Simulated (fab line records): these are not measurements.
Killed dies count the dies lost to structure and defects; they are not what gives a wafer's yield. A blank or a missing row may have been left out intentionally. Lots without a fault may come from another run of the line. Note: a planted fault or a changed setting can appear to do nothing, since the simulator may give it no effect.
Which tool was responsible?	flow n5-finfet	Sampling: 11 lots, 33 wafers, 5 of 1938 route steps

## WHAT THE GAUGES SHOWED, per wafer
N5_BEOL_M13_OCD_MEAS_35.
lot	measured	on	trench-depth-nm (nm)
L075	day 13 21:55	ocd-02	416 409 421
L077	day 14 09:55	ocd-01	407 402 407
L080	day 15 02:18	ocd-02	417 406 413
L083	day 15 09:15	ocd-01	403 406 412
L084	day 15 18:10	ocd-02	415 411 416
L092	day 16 06:33	ocd-02	411 420 404
L088	day 17 00:34	ocd-02	413 420 414
L089	day 17 05:56	ocd-01	407 403 406
L091	day 17 18:28	ocd-01	417 407 413
L096	day 18 22:10	ocd-02	417 414 415
L094	day 19 14:26	ocd-02	406 411 418

## TOOL THAT RAN EACH LOT (tool first, then ch and the chambers of the sampled wafers, then the start)
lot	N5_BEOL_M13_DESCUM_15	N5_BEOL_M13_STRIP_64	N5_BEOL_M13_ETCH_68	N5_BEOL_M13_TRENCH_ETCH_34
L075	rie-diel-01 ch 0,2,3, day 13 20:15	plasma-asher-02 ch 0,1, day 13 20:38	rie-diel-01 ch 1,3, day 13 21:31	rie-diel-01 ch 1,3, day 13 21:44
L077	rie-diel-01 ch 0,3, day 14 08:08	plasma-asher-01 ch 0,1, day 14 08:31	rie-diel-03 ch 0,2, day 14 09:31	rie-diel-03 ch 0,2, day 14 09:45
L080	rie-diel-03 ch 0,1,3, day 15 00:39	plasma-asher-01 ch 0,1, day 15 01:02	rie-diel-01 ch 0,1,3, day 15 01:55	rie-diel-01 ch 0,1,3, day 15 02:08
L083	rie-diel-01 ch 1,2,3, day 15 07:43	plasma-asher-01 ch 0,1, day 15 08:07	rie-diel-03 ch 0,3, day 15 08:51	rie-diel-03 ch 0,3, day 15 09:04
L084	rie-diel-06 ch 0,3, day 15 16:23	plasma-asher-01 ch 0,1, day 15 16:47	rie-diel-01 ch 0,1,3, day 15 17:46	rie-diel-01 ch 0,1,3, day 15 17:59
L092	rie-diel-06 ch 0,1,2, day 16 05:01	plasma-asher-02 ch 0,1, day 16 05:25	rie-diel-06 ch 1,2,3, day 16 06:09	rie-diel-06 ch 1,2,3, day 16 06:22
L088	rie-diel-03 ch 0,1, day 16 22:32	plasma-asher-02 ch 0,1, day 16 22:56	rie-diel-01 ch 0,1, day 17 00:10	rie-diel-01 ch 0,1, day 17 00:23
L089	rie-diel-01 ch 1,2,3, day 17 04:02	plasma-asher-01 ch 0,1, day 17 04:41	rie-diel-06 ch 2,3, day 17 05:32	rie-diel-06 ch 2,3, day 17 05:45
L091	rie-diel-06 ch 1,2,3, day 17 16:56	plasma-asher-01 ch 0,1, day 17 17:19	rie-diel-06 ch 0,2,3, day 17 18:04	rie-diel-06 ch 0,2,3, day 17 18:17
L096	rie-diel-06 ch 0,1,2, day 18 20:03	plasma-asher-01 ch 0,1, day 18 20:26	rie-diel-03 ch 0,3, day 18 21:47	rie-diel-03 ch 0,3, day 18 22:00
L094	rie-diel-06 ch 0,1,2, day 19 12:55	plasma-asher-02 ch 0,1, day 19 13:17	rie-diel-03 ch 0,1,2, day 19 14:02	rie-diel-03 ch 0,1,2, day 19 14:16
- N5_BEOL_M13_DESCUM_15: chemistry O2, time 7.9 s.
- N5_BEOL_M13_STRIP_64: strips in N2/H2.
- N5_BEOL_M13_ETCH_68: etches SOC in N2/H2, time 355 s.
- N5_BEOL_M13_TRENCH_ETCH_34: etches SiOC in C4F8/O2/Ar, target depth 413.47 nm, time 162.6 s.

## THE ANSWER, worked out from the rows above alone
Rule: the usual values come from the lots themselves. Put in order of their means at a reading, lots are off if they are a third of the lots or fewer, leave a main group of 4 or more, and stand apart from it by a gap of 3 or more times the standard deviation of the main group's means; of several such gaps the widest counts. A main group is skipped when, at the precision printed for the reading in the tables above, its means are all equal. A lot without any number at a reading at which 4 lots or more have one is off too. Any other lot the step has rows for is counted as sound.
No lot is off on any of the readings shown, so nothing can be concluded from this.

## WHAT HAD BEEN PUT IN BY THE SIMULATOR
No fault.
